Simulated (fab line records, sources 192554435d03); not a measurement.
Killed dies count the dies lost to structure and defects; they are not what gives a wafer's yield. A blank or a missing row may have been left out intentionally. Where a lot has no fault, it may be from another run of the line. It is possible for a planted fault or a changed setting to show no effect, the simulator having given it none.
Chamber matching | flow n5 finfet | cmp-02 running N5_BEOL_M9_CMP_52: 4 sister chambers
The step polishes, stops on SiCOH lowk, t overpolish 7 s, target thk 140 nm. 4 wafers are shown with their chamber, then 8 later ones without.

## WAFERS WITH THEIR CHAMBER
wafer  | chamber | motor current A (A)
L082.2 | 2       | 5.5
L083.4 | 1       | 5.5
L083.5 | 0       | 6.2
L085.2 | 3       | 6.0

## WAFERS WITHOUT THEIR CHAMBER
wafer  | motor current A (A)
L085.4 | 5.9
L085.5 | 5.8
L090.2 | 5.6
L090.3 | 5.5
L090.5 | 5.5
L088.1 | 6.0
L088.4 | 5.5
L088.5 | 5.7

## EACH ONE'S CHAMBER
wafer  | from the rows above               | in truth
L085.4 | can't be placed: 3 or 0           | 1
L085.5 | can't be placed: 3 or 1 or 2 or 0 | 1
L090.2 | can't be placed: 1 or 2           | 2
L090.3 | can't be placed: 1 or 2           | 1
L090.5 | can't be placed: 1 or 2           | 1
L088.1 | can't be placed: 3 or 0           | 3
L088.4 | can't be placed: 1 or 2           | 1
L088.5 | can't be placed: 1 or 2 or 3      | 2
Correct placement for 0 of the 8. From these rows, 8 cannot be placed; in 7 the true chamber is one of the candidates. Number placed wrongly: 0.
How it was worked out, from the rows above alone: a wafer's distance from a chamber is the root of the sum, over the readings, of the square of ((its reading less the chamber's mean) divided by the reading's scatter). If the next closest chamber is less than 2 further off than the closest, the wafer can't be placed; otherwise it belongs to the closest. The mean given for a chamber averages the wafers shown for that chamber. The scatter (one wafer shown for each chamber): square how far every hidden wafer sits from the nearest shown wafer, average those squares and take the square root.
